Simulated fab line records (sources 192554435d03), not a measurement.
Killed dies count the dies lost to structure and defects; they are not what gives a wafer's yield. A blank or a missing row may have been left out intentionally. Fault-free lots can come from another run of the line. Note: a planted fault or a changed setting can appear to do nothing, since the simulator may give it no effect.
Problem report in the 8D (eight disciplines) form, filled by code / flow n5-finfet / the parts of the form that need people (team, actions taken, sign-off) are left out

== 1. THE ISSUE ==
A mean of 190.9 W is read at N5_BEOL_M7_ETCH_66 for bias-w, taken on 1 wafer of 1 lot, against 150.0 W (standard deviation 0.46) on wafers free of any fault. That puts it +89 standard deviations away from the usual mean.
The step: etches SOC in N2/H2, target depth 80 nm, overetch 16 nm, time 120 s.
Seen first at day 13 08:40 on rie-diel-05, wafer L484.3. Wafers with a number at this step in the record: 29, from 10 lots. The rule behind "out" and "out of limits": a value lying over 4 standard deviations away from the usual mean. The other wafers with a number count as sound.

== 2. WHAT IT IS, AND WHAT IT ISN'T ==
question=which readings at this step | is=bias-w, rf-vpp-V | is not=chamber-pressure-mTorr, drypump-motor-current-A, n2-flow-sccm, oes-product-au, showerhead-plenum-p-Torr, throttle-valve-pct
question=which lots | is=L484 | is not=L468, L469, L472, L473, L475, L477, L487, L490, L491
question=which wafers of those lots | is=L484.3 | is not=L484.1, L484.2
question=read on which tools | is=rie-diel-05 | is not=rie-diel-01, rie-diel-02
question=when | is=from day 13 08:40 | is not=up to then (19 sound wafers); but 9 sound wafers of L487, L490, L491 came after

== 3. SUSPECTS, AND WHAT RULES EACH OUT ==
Counting: a tool at a process step up to the reading stays a suspect if it ran every lot that is out. Sound lots after the first of them don't rule it out here, since some wafers of a struck lot are sound.
- rie-diel-05 at N5_BEOL_M7_ETCH_62 (etches SOC in N2/H2, target depth 110 nm, overetch 22 nm, time 165 s): kept. L484, the lot that is out, went through it at day 13 06:22; up to then, the latest sound lot through it was L472 at day 9 20:40.
- rie-diel-05 at N5_BEOL_M7_ETCH_66 (etches SOC in N2/H2, target depth 80 nm, overetch 16 nm, time 120 s): kept. L484, the lot that is out, went through it at day 13 08:40; up to then, the latest sound lot through it was L475 at day 10 19:28. Its own readings are out on those wafers: bias-w, rf-vpp-V.
- Within rie-diel-05 at N5_BEOL_M7_ETCH_62: the wafers that are out ran in chamber 2; their sound lot-mates ran in chambers 0, 1.
- Within rie-diel-05 at N5_BEOL_M7_ETCH_66: the wafers that are out ran in chamber 2; their sound lot-mates ran in chambers 0, 1.
What counting leaves: rie-diel-05 at N5_BEOL_M7_ETCH_62 and rie-diel-05 at N5_BEOL_M7_ETCH_66.

== 4. THE CAUSE (what the simulator had put in) ==
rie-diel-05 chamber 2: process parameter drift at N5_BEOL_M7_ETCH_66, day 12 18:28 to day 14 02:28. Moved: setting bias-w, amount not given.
Counting leaves 2 suspects; this tool is one of them.

== 5. THE CHAIN OF EFFECTS, in route order ==
Each row: a reading where the mean over the struck wafers with a number is more than 3 standard deviations away from the usual. Only readings whose record carries a usual standard deviation are examined. hours: median over the lots of the time between each lot's start at the first step of this table that gives one and its start at this step. sigmas: the change, counted in usual standard deviations.
hours=0; step=N5_BEOL_M7_ETCH_66; reading=bias-w; usual=150.0 W; on struck wafers=190.9; change=+40.9; sigmas=+89
hours=0; step=N5_BEOL_M7_ETCH_66; reading=rf-vpp-V; usual=523.7 V; on struck wafers=612.8; change=+89.1; sigmas=+31
The process steps in it:
- N5_BEOL_M7_ETCH_66: etches SOC in N2/H2, target depth 80 nm, overetch 16 nm, time 120 s.

== 6. HOW IT WOULD HAVE BEEN CAUGHT EARLIER ==
First out-of-limits reading in this record: day 13 08:40, which is 14 hours after fault onset at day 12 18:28.
